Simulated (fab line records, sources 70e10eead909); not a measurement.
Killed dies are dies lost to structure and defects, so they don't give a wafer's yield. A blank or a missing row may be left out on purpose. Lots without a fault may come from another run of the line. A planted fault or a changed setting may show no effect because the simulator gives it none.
Problem report in the 8D (eight disciplines) form, filled by code | flow nand_harc | the parts of the form that need people (team, actions taken, sign-off) are left out

1. THE PROBLEM
overlay_x_nm at NHARC_A_CONTACT_OVL_MEAS_43 reads a mean of 7.7 nm on 9 wafers of 3 lots; wafers without a fault read 0.2 nm with a standard deviation of 0.82. That is +9.1 standard deviations from the usual mean.
First seen on wafer L720.3, day 25 09:56, on overlay-02. The record holds 36 wafers of 12 lots with a number at this step. Rule for "out", or "out of limits": more than 4 standard deviations from the usual mean. The other wafers with a number count as sound.

2. WHAT IT IS AND WHAT IT IS NOT
question                    | is                     | is not
which readings at this step | overlay_x_nm           | overlay_y_nm
which lots                  | L720, L722, L723       | L709, L710, L711, L712, L714, L724, L727, L728, L732
which wafers of those lots  | all that have a number | -
read on which gauges        | overlay-01, overlay-02 | -
when                        | from day 25 09:56      | up to then (15 sound wafers); but 12 sound wafers of L724, L727, L728, L732 came after

3. SUSPECTS, AND WHAT RULES EACH OUT
Counting: a tool at a process step up to the reading stays a suspect if it ran every lot that is out and no sound lot after the first of them.
- the gauge at NHARC_A_CONTACT_OVL_MEAS_43: ruled out. The wafers that are out were read on 2 gauges (overlay-01, overlay-02).
- arfi_scanner-02 at NHARC_A_CONTACT_EXPOSE_39 (exposes mask A CC 3): kept. It ran every lot that is out, first L720 (day 25 09:43), and no sound lot after that; its last sound lot up to then is L712 (day 22 10:27).
Left after counting: arfi_scanner-02 at NHARC_A_CONTACT_EXPOSE_39.

4. THE CAUSE (what the simulator had put in)
Scanner matching overlay: arfi_scanner-02, from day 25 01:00 on, at NHARC_A_CONTACT_EXPOSE_39. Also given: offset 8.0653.
Counting left only this tool.

5. THE CHAIN OF EFFECTS, in route order
Each row: a reading whose mean over the struck wafers that have a number lies more than 3 standard deviations from the usual. Only readings for which the record gives a usual standard deviation are gone through. hours: the time from each lot's start at the first step in this table that gives one to its start at this step, as a median over the lots. sigmas: the change in usual standard deviations.
hours | step                        | reading      | usual  | on struck wafers | change | sigmas
0     | NHARC_A_CONTACT_OVL_MEAS_43 | overlay_x_nm | 0.2 nm | 7.7              | +7.5   | +9.1
Later measuring or inspecting steps at which every struck wafer that the step has a row for has a number for every such reading, and none has moved that far: NHARC_END_SORT_01.

6. WHAT WOULD HAVE CAUGHT IT SOONER
In this record the first reading out of limits at a measuring or inspecting step was taken at day 25 09:56, 9 hours after the fault began at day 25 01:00.
Of the lots that are out (3), L722, L723 began NHARC_A_CONTACT_EXPOSE_39 on arfi_scanner-02 after day 25 09:56. A hold on the tool at that time would have spared those 2.
